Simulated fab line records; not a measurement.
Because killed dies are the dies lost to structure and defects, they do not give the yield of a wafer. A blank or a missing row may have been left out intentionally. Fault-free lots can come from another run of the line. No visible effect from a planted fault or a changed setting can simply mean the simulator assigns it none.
A struck lot beside a sound one + flow nand-harc + 15 steps out of a route of 1302
Sound: these wafers, L294.2, L294.3, L294.6. Struck: wafers L291.4, L291.5, L291.6. The cause comes at the end.
Per side, at each step with rows, come the tool, then ch with its chambers, and then its first start. Under that, the readings that differ: sound wafers + struck wafers + difference of the means + sigmas: that difference in standard deviations of wafers without a fault.
alike: same words and numbers on both sides, and readings whose means sit less than 2 such deviations apart. not compared: any withheld reading, any reading some wafer has no value for, any bound like >300 that may hide the same value, and any number with overlapping values for which the record gives no deviation.
A row with sigmas, a row that says differs or no value, or rows on one side alone: a step with any of these is where the two part. Numbers that don't overlap but have no deviation are shown without sigmas and don't part them. Lack of a reading on every wafer of one side parts them only where that side has two or more wafers.

first, 3 steps without rows for these wafers: NHARC_A_CONTACT_EXPOSE_05 (exposes mask A CC); NHARC_A_CONTACT_PEB_06 (peb time 65 s); NHARC_A_CONTACT_DEVELOP_07 (develop time 35 s).
NHARC_A_CONTACT_CD_MEAS_08 targets a cd of 200 nm.
  sound on cd-sem-02 ch 0, day 26 13:37; struck on cd-sem-03 ch 0, day 25 17:59
  alike: cd-nm
NHARC_A_CONTACT_OVL_MEAS_09:
  sound: overlay-01 at day 26 13:43; struck: overlay-01 at day 25 18:04
  alike: overlay-x-nm, overlay-y-nm
NHARC_A_CONTACT_INSPECT_10:
  sound: defect-inspect-01 at day 26 13:44; struck: defect-inspect-01 at day 25 18:07
| reading          | sound    | struck      | difference | sigmas |
|------------------|----------|-------------|------------|--------|
| raw-defect-count | 55 48 42 | 174 142 159 | +110       | +3     |
then, 1 step without rows for these wafers: NHARC_A_CONTACT_DESCUM_13 (chemistry O2, time 3 s).
NHARC_A_CONTACT_ETCH_88: etches the open film in CF4, target depth 39 nm, time 65 s.
  sound on rie-diel-01 ch 1,3, day 26 13:54; struck on rie-diel-11 ch 0,2,3, day 25 18:16
  alike: bias-w, cf4-flow-sccm, drypump-motor-current-A, oes-product-au, rf-vpp-V, showerhead-plenum-p-Torr, throttle-valve-pct
  not compared: rf-hours-counter-h
NHARC_A_CONTACT_ETCH_89: etches the open film in N2/H2, target depth 260 nm, time 475.3 s.
  sound on rie-diel-01 ch 0,2; struck on rie-diel-11 ch 0,1,2
  alike: bias-w, chamber-pressure-mTorr, drypump-motor-current-A, oes-product-au, rf-vpp-V, showerhead-plenum-p-Torr, throttle-valve-pct
  not compared: rf-hours-counter-h
then, 1 step without rows for these wafers: NHARC_A_CONTACT_ETCH_30 (etches the open film in CF4/CHF3, target depth 72.6 nm, time 36.3 s).
NHARC_A_CONTACT_ETCH_31: etches the open film in O2/COS, target depth 2800 nm, time 728 s.
  sound on rie-diel-01 ch 0,1,2; struck on rie-diel-11 ch 0,1,2
  alike: bias-w, chamber-pressure-mTorr, drypump-motor-current-A, oes-product-au, rf-vpp-V, showerhead-plenum-p-Torr, throttle-valve-pct
  not compared: rf-hours-counter-h
NHARC_A_CONTACT_ETCH_134: etches the open film in C4F8/O2/Ar, time 140 s, target depth 700 nm.
  sound on har-cap-etch-03 ch 0,1, day 26 15:04; struck on har-cap-etch-03 ch 0,1, day 25 19:24
  alike: chamber-pressure-mTorr, oes-air-line-au
  not compared: rf-hours-counter-h
NHARC_A_CONTACT_ETCH_135: etches the open film in C4F8/O2/Ar, time 311 s, target depth 1912 nm.
  sound on har-cap-etch-03 ch 0,1, day 26 15:16; struck on har-cap-etch-03 ch 0,1, day 25 19:38
  no value came back on the struck wafers for chamber-pressure-mTorr (mTorr), oes-air-line-au (a.u.); on the sound wafers chamber-pressure-mTorr (mTorr) reads 20.032 19.995 20.008
  not compared: rf-hours-counter-h
NHARC_A_CONTACT_ETCH_136: etches the open film in C4F8/O2/Ar, time 311 s, target depth 1912 nm.
  sound on har-cap-etch-03 ch 0,1, day 26 15:33; struck on har-cap-etch-03 ch 0,1, day 25 19:54
  alike: chamber-pressure-mTorr, oes-air-line-au
  not compared: rf-hours-counter-h
NHARC_END_SORT_01:
  at this point the record logs the struck wafers (prober-01 ch 0, day 27 19:01) and has no rows for the sound ones

WHERE THEY PART
Last at NHARC_END_SORT_01 as far as this record goes, first at NHARC_A_CONTACT_INSPECT_10.

WHY: what the simulator had put in
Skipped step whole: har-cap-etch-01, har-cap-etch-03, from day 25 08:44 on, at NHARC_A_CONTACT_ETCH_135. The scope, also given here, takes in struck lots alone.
